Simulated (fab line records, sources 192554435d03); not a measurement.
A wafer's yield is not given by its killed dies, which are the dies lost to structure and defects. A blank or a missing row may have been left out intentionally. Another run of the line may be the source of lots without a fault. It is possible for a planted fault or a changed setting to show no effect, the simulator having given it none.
Which tool is to blame? | flow n5Finfet | route of 1938 steps, sampled at 1 step: 12 lots, 36 wafers

== WHAT EACH GAUGE READ, for each wafer ==
N5_BEOL_M14_RS_MEAS_54: the measuring method here is four-point-probe.
lot  | measured     | on           | M14_RS (ohm/sq)
L074 | day 14 07:44 | filmMetro-01 | 0.0328 0.0362 0.0330
L077 | day 15 01:29 | filmMetro-02 | 0.0339 0.0338 0.0340
L081 | day 15 12:40 | filmMetro-02 | 0.0325 0.0345 0.0325
L082 | day 16 05:40 | filmMetro-02 | 0.0344 0.0348 0.0333
L083 | day 16 07:49 | filmMetro-01 | 0.0344 0.0331 0.0347
L086 | day 17 03:46 | filmMetro-02 | 0.0358 0.0332 0.0331
L089 | day 17 16:26 | filmMetro-02 | 0.0345 0.0346 0.0347
L087 | day 18 02:28 | filmMetro-01 | 0.0344 0.0348 0.0344
L090 | day 18 18:56 | filmMetro-01 | 0.0358 0.0325 0.0357
L094 | day 19 05:14 | filmMetro-01 | 0.0359 0.0332 0.0324
L097 | day 19 23:52 | filmMetro-02 | 0.0329 0.0331 0.0366
L095 | day 21 08:44 | filmMetro-01 | 0.0345 0.0326 0.0327

== WHICH TOOL RAN EACH LOT (tool, then ch and the chambers of the sampled wafers, then the start) ==
The record holds no process step before these readings.

== THE ANSWER, worked out from the rows above alone ==
Rule: what is usual is taken from the lots themselves. The widest of any qualifying gaps counts: lots, ordered by their means at a reading, are off when they make up no more than a third of the lots, leave a main group of 4 or more, and stand apart from it by 3 or more times the standard deviation of that group's means. Not used: any main group whose means are identical at the precision the tables above print for the reading. Also off: a lot with no number at a reading for which 4 or more lots have one. Where the step has rows for the other lots, those lots are counted as sound.
No lot is off on any of the readings shown, so nothing can be concluded from this.

== WHAT HAD BEEN PUT IN BY THE SIMULATOR ==
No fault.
